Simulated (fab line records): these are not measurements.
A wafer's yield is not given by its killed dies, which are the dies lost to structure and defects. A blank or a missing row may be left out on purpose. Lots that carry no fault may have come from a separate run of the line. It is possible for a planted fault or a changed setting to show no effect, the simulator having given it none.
fab line records -- flow n5Finfet
record lots=5, wafers=13, lastDay=17
route steps=1938 shown BEOL_M0_SAQP@655 BEOL_M4@1111
lots untouched by any fault: they come from a run of this same line in which no faults occurred
startH: hours from the record's first day to the start of the lot's first wafer shown -- waitH: time in hours since the lot's previous step -- " repeats the value in the row above -- L1.1+2: a row that stands for several wafers -- - value missing, or start not given -- * or withheld: withheld -- < > ~ a bound
route shown NAME@n: names a module that has steps shown in the file, with the first one's number in the route -- usual: the fault-free wafers' mean and standard deviation -- same: alike in all rows -- chamber/n: place in a boat -- sites: readings site by site -- _std_site: standard deviation across them -- _edge_site: outer sites' mean less inner sites' -- radiusMm: how far each site lies from the wafer's centre -- mask NAME#n: copy n -- behind: the tool/chamber that last shaped the wafer -- hold: the reason the lot was held/the length of the hold in hours/how it ended -- device: whichever transistor did not switch (one of n, p or np) -- end of line: the route-end tests of the same wafers -- for a step that has no rows: nothing shown but its recipe -- killed: not the wafer's yield, but the dies lost to structure and defects at the first sort -- map: a wafer's dies, x killed, . not, _ none there
set.NAME: setting as actually run; set.NAME@STEP: the setting as run at that earlier step -- model.NAME: the simulator's own value behind a step, which no gauge read
a table for each step, a row for each wafer; lots at some steps of the route
services: the hour from which a tool's chamber was out of use, counted from the record's first day as startH (under 0 if before that day), plus the number of hours and why
## steps
# step N5_BEOL_M0_SAQP_STRIP_80
# recipe chemistry=N2/H2, tempC=40, n2FlowSccm=200, h2FlowSccm=200, rfFrequencyHz=6e+07
# step N5_BEOL_M0_SAQP_HM_OPEN_112
# recipe chemistry=CHF3/O2, target=SiO2, stopOn=a-Si, targetDepthA=120, overEtchFrac=1.25, maskMaterial=SOC, timeS=13.5, pressureMtorr=30, sourceW=650, biasW=170, Ar_flow_sccm=200, CHF3_flow_sccm=50, O2_flow_sccm=5, ionEnergyEv=200, ends=endPoint
# usual drypumpMotorCurrentA=5.6/0.4, oesProductAu=0.53/0.057, rfFwdPowerW=644.3/2.7, rfVppV=526/6.2, showerheadPlenumPTorr=2.44/0.055, throttleValvePct=18.78/0.19
lot.wafer,tool,chamber,startH,waitH,drypumpMotorCurrentA,oesProductAu,rfFwdPowerW,rfHoursCounterH,rfVppV,showerheadPlenumPTorr,throttleValvePct
L628.2,rieDiel-02,0,107.26,0.0,5.4,0.46,643.9,235,520,2.28,18.78
L628.4,rieDiel-02,3,107.26,0.0,5.2,0.48,641.9,150,534,2.52,19.07
L628.5,rieDiel-02,0,107.26,0.0,5.3,0.46,645.4,-,519,2.28,18.76
L629.2,rieDiel-02,1,115.69,0.0,4.9,0.46,643.7,232,520,2.47,18.88
L629.5,rieDiel-02,1,115.69,0.0,4.9,0.47,641.9,-,519,2.47,18.89
L629.6,rieDiel-02,2,115.69,0.0,5.6,0.50,641.4,-,523,2.41,18.59
L641.1,rieDiel-04,3,185.97,0.0,5.7,0.56,647.1,39,535,2.46,18.89
L641.4,rieDiel-04,2,185.97,0.0,6.4,0.57,645.4,48,529,2.45,18.88
L641.6,rieDiel-04,2,185.97,0.0,6.4,0.56,646.8,-,530,2.45,18.87
L642.6,rieDiel-05,1,206.60,0.0,5.6,0.48,644.2,-,521,2.42,18.84
L646.1,rieDiel-02,3,222.00,0.0,5.2,0.47,642.5,182,533,2.50,19.12
L646.2,rieDiel-02,2,222.00,0.0,5.6,0.49,646.3,173,522,2.39,18.62
L646.5,rieDiel-02,1,222.00,0.0,4.9,0.64,641.1,-,519,2.46,18.50
# step N5_BEOL_M0_SAQP_STRIP_113
# recipe chemistry=CHF3/O2, resist=SiARC, rfFrequencyHz=6e+07
# step N5_BEOL_M0_SAQP_MANDREL_ETCH_20
# recipe targetDepthA=600, chemistry=HBr/Cl2, target=a-Si, stopOn=SiNx, btTimeS=10, maskMaterial=SOC, overEtchFrac=0.5, timeS=30, pressureMtorr=10, icpW=800, biasW=75, HBr_flow_sccm=150, Cl2_flow_sccm=80, ends=endPoint
# usual drypumpMotorCurrentA=5.7/0.48, oesProductAu=0.771/0.011, rfFwdPowerW=796.6/2.9, throttleValvePct=35.3/0.39
lot.wafer,tool,chamber,startH,waitH,drypumpMotorCurrentA,oesProductAu,rfFwdPowerW,rfHoursCounterH,throttleValvePct
L628.2,rieSi-03,1,107.34,0.0,6.6,0.776,799.0,116,35.7
L628.4,rieSi-03,0,107.34,0.0,5.6,0.756,790.8,84,35.6
L628.5,rieSi-03,1,107.34,0.0,6.6,0.780,796.9,-,35.6
L629.2,rieSi-03,0,115.77,0.0,5.5,0.757,801.1,84,35.6
L629.5,rieSi-03,3,115.77,0.0,6.1,0.784,792.6,-,35.5
L629.6,rieSi-03,0,115.77,0.0,5.6,0.751,803.6,-,35.6
L641.1,rieSi-03,3,186.05,0.0,6.1,0.773,794.6,1,35.5
L641.4,rieSi-03,1,186.05,0.0,6.5,0.763,795.1,117,35.7
L641.6,rieSi-03,3,186.05,0.0,6.1,0.790,796.1,-,35.5
L642.6,rieSi-02,1,206.69,0.1,5.4,0.777,795.5,-,36.0
L646.1,rieSi-02,1,222.08,0.0,5.4,0.780,793.8,132,36.0
L646.2,rieSi-02,0,222.08,0.0,5.7,0.773,795.8,85,35.2
L646.5,rieSi-02,0,222.08,0.0,5.7,0.774,793.1,-,35.2
# step N5_BEOL_M0_SAQP_STRIP_86
# recipe chemistry=N2/H2, powerW=500, tempC=40, pressureMtorr=50, rfFrequencyHz=6e+07, overashFraction=0.3, biasPowerW=28, h2Frac=0.5, n2FlowSccm=300, h2FlowSccm=300
# usual drypumpMotorCurrentA=5.6/0.37, oesProductAu=0.80/0.096, rfVppV=122.0/1.3, showerheadPlenumPTorr=3.40/0.099, throttleValvePct=18.9/0.43
lot.wafer,tool,chamber,startH,waitH,drypumpMotorCurrentA,oesProductAu,rfHoursCounterH,rfVppV,showerheadPlenumPTorr,throttleValvePct
L628.2,rieDiel-04,0,107.44,0.1,5.9,0.79,115,121.3,3.36,18.6
L628.4,rieDiel-04,2,107.44,0.1,6.4,0.92,-,123.2,3.44,19.5
L628.5,rieDiel-04,0,107.44,0.1,5.9,0.79,-,123.9,3.36,18.6
L629.2,rieDiel-02,0,115.87,0.1,5.4,0.69,238,121.7,3.21,19.3
L629.5,rieDiel-02,3,115.87,0.1,5.2,0.74,-,123.2,3.51,19.4
L629.6,rieDiel-02,0,115.87,0.1,5.4,0.70,-,119.0,3.21,19.3
L641.1,rieDiel-05,0,186.22,0.1,6.2,0.73,169,122.2,3.49,19.4
L641.4,rieDiel-05,3,186.22,0.1,5.6,0.90,21,118.8,3.27,18.1
L641.6,rieDiel-05,2,186.22,0.1,5.5,0.89,-,124.3,3.43,18.6
L642.6,rieDiel-02,3,206.94,0.2,5.2,0.72,-,123.8,3.50,19.4
L646.1,rieDiel-02,3,222.18,0.1,5.2,0.71,182,123.6,3.50,19.4
L646.2,rieDiel-02,1,222.18,0.1,4.9,0.97,3,121.2,3.43,18.4
L646.5,rieDiel-02,2,222.18,0.1,5.6,0.75,-,119.3,3.34,18.5
# step N5_BEOL_M0_SAQP_STRIP_115
# recipe chemistry=postEtchResidueRemover, timeS=60, tempC=25, removerPh=withheld, removerWaterWtPct=withheld, removerFluorideWtPct=withheld
# step N5_BEOL_M0_SAQP_SRD_93
# recipe dry=ipaMarangoni, timeS=30, tempC=23, rinseLiquid=diw
# step N5_BEOL_M0_SAQP_RECESS_114
# recipe chemistry=HF/NH3, target=SiO2, targetDepthA=144, afsCycles=3, tempC=30, sublimationTempC=180, sublimationTimeS=60
# step N5_BEOL_M0_SAQP_SPACER1_ALD_98
# recipe material=SiO2, targetThkA=128, tempC=300, aldPrecursorFamily=BDEAS, aldCoReactant=O2-plasma, pulseTimeS=1, purgeTimeS=2, coReactantPurgeTimeS=2, aldCycles=138, pressureTorr=2
# usual heaterPowerW=468/51, precursorPulseHeightRel=1.003/0.019
lot.wafer,tool,chamber,startH,waitH,heaterPowerW,precursorPulseHeightRel
L628.2,aldSin-01,2,108.36,0.7,574,0.975
L628.4,aldSin-01,0,108.36,0.7,529,1.006
L628.5,aldSin-01,3,108.36,0.7,448,1.018
L629.2,aldSin-01,3,116.39,0.3,441,1.015
L629.5,aldSin-01,3,116.39,0.3,440,1.017
L629.6,aldSin-01,0,116.39,0.3,545,0.994
L641.1,aldSin-01,2,186.74,0.3,564,1.012
L641.4,aldSin-01,1,186.74,0.3,482,1.003
L641.6,aldSin-01,0,186.74,0.3,545,1.017
L642.6,aldSin-02,3,209.03,1.6,417,0.984
L646.1,aldSin-03,3,222.69,0.3,472,1.003
L646.2,aldSin-03,1,222.69,0.3,508,0.993
L646.5,aldSin-03,0,222.69,0.3,464,0.992
# step N5_BEOL_M0_SAQP_SPACER1_ETCHBACK_99
# recipe chemistry=CHF3/O2, mode=anisotropicEtchback, target=SiO2, targetDepthA=154, timeS=7.7, pressureMtorr=30, sourceW=650, biasW=170, Ar_flow_sccm=200, CHF3_flow_sccm=50, O2_flow_sccm=5, ionEnergyEv=200
# step N5_BEOL_M0_SAQP_MANDREL1_REMOVE_100
# recipe chemistry=HBr/Cl2/O2, btTimeS=10, target=a-Si, stopOn=SiNx, endpoint=OES-SiCl, overEtchFrac=0.85, icpW=600, biasW=30, HBr_flow_sccm=150, Cl2_flow_sccm=80, O2_flow_sccm=5, pressureMtorr=10
# step N5_BEOL_M0_SAQP_CD_MEAS_25
# recipe targetCdNm=13.1, landingEnergyEv=1000, detector=seInlens
# usual cdNm=12.76/0.22
lot.wafer,tool,chamber,startH,waitH,cdNm
L628.2,cdSem-01,0,109.09,0.1,12.95
L628.4,cdSem-01,0,109.09,0.1,12.42
L628.5,cdSem-01,0,109.09,0.1,12.87
L629.2,cdSem-02,0,117.22,0.1,12.88
L629.5,cdSem-02,0,117.22,0.1,12.78
L629.6,cdSem-02,0,117.22,0.1,12.43
L641.1,cdSem-02,0,187.52,0.1,13.19
L641.4,cdSem-02,0,187.52,0.1,12.84
L641.6,cdSem-02,0,187.52,0.1,12.38
L642.6,cdSem-01,0,209.49,0.0,12.92
L646.1,cdSem-02,0,223.50,0.1,12.92
L646.2,cdSem-02,0,223.50,0.1,12.99
L646.5,cdSem-02,0,223.50,0.1,12.72
# step N5_BEOL_M0_SAQP_ETCH_101
# recipe chemistry=CH3F/O2, target=SiNx, maskMaterial=SiO2, targetDepthA=299, timeS=42.7, pressureMtorr=30, sourceW=395, biasW=73, Ar_flow_sccm=150, CH3F_flow_sccm=30, O2_flow_sccm=20, ionEnergyEv=120
# usual drypumpMotorCurrentA=5.7/0.4, oesProductAu=0.83/0.088, rfFwdPowerW=392.6/1.3, rfVppV=298/3.2, showerheadPlenumPTorr=2.02/0.048, throttleValvePct=16.32/0.19
lot.wafer,tool,chamber,startH,waitH,drypumpMotorCurrentA,oesProductAu,rfFwdPowerW,rfHoursCounterH,rfVppV,showerheadPlenumPTorr,throttleValvePct,model.etch.depthNm
L628.2,rieDiel-05,0,109.13,0.0,6.2,0.76,390.3,149,299,2.09,16.65,29.8
L628.4,rieDiel-05,3,109.13,0.0,5.6,0.98,392.5,1,299,1.98,16.19,29.99
L628.5,rieDiel-05,2,109.13,0.0,5.5,0.94,392.8,-,297,2.04,16.14,30.14
L629.2,rieDiel-02,3,117.25,0.0,5.2,0.72,390.2,153,302,2.09,16.56,29.32
L629.5,rieDiel-02,0,117.25,0.0,5.4,0.68,393.1,-,296,1.88,16.35,28.57
L629.6,rieDiel-02,1,117.25,0.0,4.9,0.69,392.3,-,296,2.05,16.40,28.6
L641.1,rieDiel-04,3,187.58,0.1,5.7,0.87,392.5,40,305,2.04,16.41,29.85
L641.4,rieDiel-04,1,187.58,0.1,5.4,0.94,393.7,12,300,1.95,16.05,30.31
L641.6,rieDiel-04,3,187.58,0.1,5.7,0.87,392.9,-,304,2.04,16.41,30.04
L642.6,rieDiel-05,3,209.57,0.1,5.5,0.77,392.6,-,298,1.97,16.23,23.4
L646.1,rieDiel-04,2,223.56,0.1,6.4,0.87,393.0,60,301,2.04,16.40,30.65
L646.2,rieDiel-04,3,223.56,0.1,5.7,0.86,393.0,51,305,2.04,16.41,30.34
L646.5,rieDiel-04,1,223.56,0.1,5.4,0.91,393.3,-,300,1.95,16.05,30.61
# step N5_BEOL_M0_SAQP_ETCH_102
# recipe chemistry=CF4, target=SiO2, targetDepthA=40, ionEnergyEv=350, timeS=4.4, pressureMtorr=10, icpW=800, biasW=400, cf4FlowSccm=80
# usual drypumpMotorCurrentA=5.6/0.44, oesProductAu=0.989/0.017, rfFwdPowerW=791/3.8, throttleValvePct=21.7/0.31
lot.wafer,tool,chamber,startH,waitH,drypumpMotorCurrentA,oesProductAu,rfFwdPowerW,rfHoursCounterH,throttleValvePct
L628.2,rieSi-05,2,109.24,0.1,6.3,0.973,796,63,21.2
L628.4,rieSi-05,3,109.24,0.1,5.2,1.014,794,93,21.9
L628.5,rieSi-05,2,109.24,0.1,6.3,0.967,796,-,21.2
L629.2,rieSi-03,3,117.36,0.1,6.1,1.005,786,1,21.6
L629.5,rieSi-03,2,117.36,0.1,5.8,0.995,788,-,21.3
L629.6,rieSi-03,1,117.36,0.1,6.6,0.983,797,-,21.8
L641.1,rieSi-02,3,187.68,0.1,5.5,1.013,800,177,22.0
L641.4,rieSi-02,1,187.68,0.1,5.4,0.982,790,131,22.2
L641.6,rieSi-02,3,187.68,0.1,5.5,1.010,790,-,22.0
L642.6,rieSi-02,0,209.65,0.0,5.6,0.842,786,-,21.7
L646.1,rieSi-05,1,223.66,0.1,5.7,0.980,785,109,21.7
L646.2,rieSi-05,2,223.66,0.1,6.3,0.971,794,66,21.2
L646.5,rieSi-05,2,223.66,0.1,6.3,0.969,792,-,21.2
# step N5_BEOL_M0_SAQP_MANDREL_ETCH_103
# recipe chemistry=HBr/Cl2, target=a-Si, targetDepthA=450, btTimeS=10, stopOn=SiCN, maskMaterial=SiO2, overEtchFrac=0.8, timeS=27, pressureMtorr=10, icpW=800, biasW=75, HBr_flow_sccm=150, Cl2_flow_sccm=80, ends=endPoint
# usual drypumpMotorCurrentA=5.6/0.44, oesProductAu=0.681/0.0098, rfFwdPowerW=795.0/2.7, throttleValvePct=35.3/0.39
lot.wafer,tool,chamber,startH,waitH,drypumpMotorCurrentA,oesProductAu,rfFwdPowerW,rfHoursCounterH,throttleValvePct
L628.2,rieSi-05,2,109.27,0.0,6.3,0.669,796.0,63,34.7
L628.4,rieSi-05,3,109.27,0.0,5.2,0.690,795.7,93,35.3
L628.5,rieSi-05,2,109.27,0.0,6.3,0.683,796.5,-,34.7
L629.2,rieSi-03,3,117.39,0.0,6.1,0.691,793.0,1,35.5
L629.5,rieSi-03,2,117.39,0.0,5.8,0.685,797.0,-,34.8
L629.6,rieSi-03,1,117.39,0.0,6.5,0.675,797.9,-,35.6
L641.1,rieSi-02,3,187.72,0.0,5.5,0.674,795.0,177,35.6
L641.4,rieSi-02,1,187.72,0.0,5.4,0.691,794.9,131,36.0
L641.6,rieSi-02,3,187.72,0.0,5.5,0.693,794.7,-,35.6
L642.6,rieSi-02,0,209.69,0.0,5.7,0.684,795.3,-,35.2
L646.1,rieSi-05,1,223.70,0.0,5.7,0.671,787.1,109,35.1
L646.2,rieSi-05,2,223.70,0.0,6.3,0.673,794.5,66,34.7
L646.5,rieSi-05,2,223.70,0.0,6.3,0.683,793.5,-,34.7
# step N5_BEOL_M4_RC_MEAS_101
# usual DIBL_N=35.7/1.5, DIBL_P=35.7/2, IOFF_N=0.155/0.026, IOFF_P=0.20/0.031, ION_N=675/11, ION_P=462/7.1, SS_N=71.3/0.57, SS_P=73.1/0.56, VT_N=250/3, VT_P=-251/3
lot.wafer,tool,chamber,startH,waitH,DIBL_N[mV/V],DIBL_P[mV/V],IOFF_N[nA/um],IOFF_P[nA/um],ION_N[uA/um],ION_P[uA/um],SS_N[mV/dec],SS_P[mV/dec],VT_N[mV],VT_P[mV]
L628.2,prober-02,0,176.03,0.2,33.2,32.0,0.120,0.15,678,471,70.4,72.1,253,-254
L628.4,prober-02,0,176.03,0.2,35.7,35.7,0.157,0.21,682,466,71.2,73.1,248,-250
L628.5,prober-02,0,176.03,0.2,37.4,36.9,0.186,0.23,676,468,71.4,73.7,246,-249
L629.2,prober-01,0,185.44,0.2,35.0,33.7,0.139,0.17,665,450,71.1,72.8,254,-255
L629.5,prober-01,0,185.44,0.2,38.3,38.5,0.208,0.25,685,462,71.3,73.7,247,-247
L629.6,prober-01,0,185.44,0.2,37.4,37.2,0.175,0.23,667,460,71.7,73.2,250,-250
L641.1,prober-02,0,255.81,0.0,37.1,37.3,0.178,0.22,680,463,71.2,72.8,250,-251
L641.4,prober-02,0,255.81,0.0,37.3,36.9,0.163,0.21,667,460,72.1,73.0,251,-252
L641.6,prober-02,0,255.81,0.0,37.5,37.2,0.184,0.21,684,460,71.9,73.3,248,-253
L642.6,prober-02,0,268.41,0.8,36.5,37.4,0.172,0.21,683,464,71.3,73.3,247,-251
L646.1,prober-02,0,292.94,0.0,33.0,34.1,0.122,0.14,677,453,70.5,72.4,253,-258
L646.2,prober-02,0,292.94,0.0,34.8,35.4,0.139,0.15,673,452,71.1,72.5,253,-258
L646.5,prober-02,0,292.94,0.0,33.7,34.6,0.132,0.15,679,456,71.4,73.2,251,-257
## services
tool,chamber,startH,hours,kind
aldSin-02,-,85.26,14.0,pm
rieDiel-05,1,112.71,3.3,repair
aldSin-03,-,120.00,1.0,repair
rieSi-03,-,126.61,14.6,pm
rieDiel-04,2,143.32,5.9,repair
rieDiel-04,-,144.48,0.2,repair
rieDiel-02,2,145.20,5.7,repair
rieSi-03,2,153.27,10.2,repair
rieDiel-02,0,162.78,-,clean
rieDiel-02,0,162.78,-,consumableReplace:focusRing
rieDiel-02,0,162.78,-,consumableReplace:showerhead
rieDiel-02,0,162.78,20.6,scheduledDown
rieDiel-02,0,162.78,20.6,ventCycle
aldSin-01,1,169.99,14.6,repair
rieDiel-02,-,174.67,14.6,pm
aldSin-03,-,176.75,14.0,pm
rieDiel-02,1,189.27,-,clean
rieDiel-02,1,189.27,-,consumableReplace:focusRing
rieDiel-02,0,190.78,2.9,repair
aldSin-01,-,201.19,0.7,repair
rieDiel-02,3,201.95,4.0,repair
aldSin-01,0,209.91,11.0,repair
rieDiel-05,3,210.20,15.3,repair
rieSi-02,2,212.16,4.6,repair
## key
firstSign step=N5_BEOL_M0_SAQP_ETCH_102, reading=oesProductAu, direction=down, sigmas=8.5, usual=0.989, struck=0.842
effect none on later readings
modelEffect step=N5_BEOL_M0_SAQP_ETCH_101, value=etch.depthNm, without=29.94, struck=23.4
metAt N5_BEOL_M0_SAQP_ETCH_101
struckWafers L642.6
rowsEnd L642.6
onsetBetween 109.13 209.57
alsoFits N5_BEOL_M0_SAQP_HM_OPEN_112:rieDiel-05,N5_BEOL_M0_SAQP_SPACER1_ALD_98:aldSin-02,N5_BEOL_M0_SAQP_ETCH_102:rieSi-02
fault kind=processParameterDrift, tool=rieDiel-05, chamber=3, onsetH=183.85, steps=N5_BEOL_M0_SAQP_ETCH_101, channel=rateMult, offset=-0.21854, shape=step
# rowsEnd: these wafers met a further fault down the route, and their rows from its step on are left out
